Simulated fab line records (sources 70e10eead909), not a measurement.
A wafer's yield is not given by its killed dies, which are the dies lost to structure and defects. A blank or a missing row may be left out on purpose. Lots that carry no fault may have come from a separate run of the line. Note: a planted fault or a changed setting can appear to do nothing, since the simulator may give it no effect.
Code-filled problem report in 8D (eight disciplines) form | flow nand harc | the parts of the form that need people (team, actions taken, sign-off) are left out

1. WHAT IS WRONG
On 2 wafers of 1 lot, thk nm at NHARC_P_BONDPAD_THK_MEAS_20 has a mean of 146.6 nm; fault-free wafers read 161.2 nm, standard deviation 1.7. Measured from the usual mean, that is -8.6 standard deviations.
The step: measures by xrf.
First seen on wafer L107.3, day 11 14:49, on film metro-02. Wafers with a number at this step in the record: 39, from 13 lots. The rule behind "out" and "out of limits": a value lying over 4 standard deviations away from the usual mean. All remaining wafers that have a number are taken as sound.

2. WHAT IT IS AND WHAT IT IS NOT
question                    | is                | is not
which readings at this step | thk nm            | -
which lots                  | L107              | L109, L112, L114, L115, L116, L117, L118, L995, L996, L997, L998, L999
which wafers of those lots  | L107.3, L107.6    | L107.4
read on which gauges        | film metro-02     | film metro-01
when                        | from day 11 14:49 | up to then (16 sound wafers); but 21 sound wafers of L109, L112, L114, L115, L116, L117, L118 came after

3. WHAT RULES OUT EACH SUSPECT
Counting: any tool at a process step up to the reading remains a suspect provided it ran every lot that is out. Sound lots after the first of them don't rule it out here, since some wafers of a struck lot are sound.
- the gauge at NHARC_P_BONDPAD_THK_MEAS_20: ruled out. All the wafers that are out were read on film metro-02, but those of them that NHARC_END_SORT_01 has rows for are out there too, on other tools.
- pvd sputter-01 at NHARC_P_BONDPAD_PRE_CLEAN_26 (time 30 s): kept. L107, the lot that is out, went through it at day 11 13:53; up to then, the latest sound lot through it was L998 at day 7 19:59. Because NHARC_P_BONDPAD_PRE_CLEAN_26 lacks a start for some lots, the hours and order of its lots are taken from NHARC_P_BONDPAD_ECD_18.
- pvd sputter-01 at NHARC_P_BONDPAD_PVD_17 (deposits TaN, target thk 5 nm, time 8.06 s): kept. L107, the lot that is out, went through it at day 11 13:53; up to then, the latest sound lot through it was L998 at day 7 19:59. Because NHARC_P_BONDPAD_PVD_17 lacks a start for some lots, the hours and order of its lots are taken from NHARC_P_BONDPAD_ECD_18.
- ecd cu-02 at NHARC_P_BONDPAD_ECD_18 (material Cu, target thk 400 nm): kept. L107, the lot that is out, went through it at day 11 13:53; up to then, the latest sound lot through it was L998 at day 7 19:59.
pvd sputter-01 at NHARC_P_BONDPAD_PRE_CLEAN_26, pvd sputter-01 at NHARC_P_BONDPAD_PVD_17 and ecd cu-02 at NHARC_P_BONDPAD_ECD_18 are what is left after counting.

4. THE CAUSE (what the simulator had put in)
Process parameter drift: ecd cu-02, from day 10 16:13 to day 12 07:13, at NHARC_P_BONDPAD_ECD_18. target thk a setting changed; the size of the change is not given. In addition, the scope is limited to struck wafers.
Counting leaves 3 suspects; this tool is one of them.

5. THE EFFECT CHAIN, in route order
Rows list readings where the struck wafers' mean (over those with a number) sits beyond 3 standard deviations from the usual. Readings are gone through only where the record gives a usual standard deviation; hours: the median, over the lots, of the time from a lot's start at the first step in this table giving one to that lot's start at this step; sigmas: the change measured in usual standard deviations.
hours | step                        | reading              | usual    | on struck wafers | change | sigmas
0     | NHARC_P_BONDPAD_THK_MEAS_20 | thk nm               | 161.2 nm | 146.6            | -14.6  | -8.6
434   | NHARC_END_SORT_01           | defect limited yield | 90.9 %   | 0.0              | -90.9  | -34
434   | NHARC_END_SORT_01           | killed at periphery  | 4.0      | 627.0            | +623.0 | +99 or more
434   | NHARC_END_SORT_01           | killed dies          | 62       | 677              | +615   | +32

6. HOW IT WOULD HAVE BEEN CAUGHT EARLIER
In this record the first reading out of limits at a measuring or inspecting step was taken at day 11 14:49, 23 hours after the fault began at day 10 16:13.
Each of the lots that are out, 1 in all, had begun NHARC_P_BONDPAD_ECD_18 on ecd cu-02 no later than day 11 14:49. Had the tool been put on hold then, not one of them would have been saved.
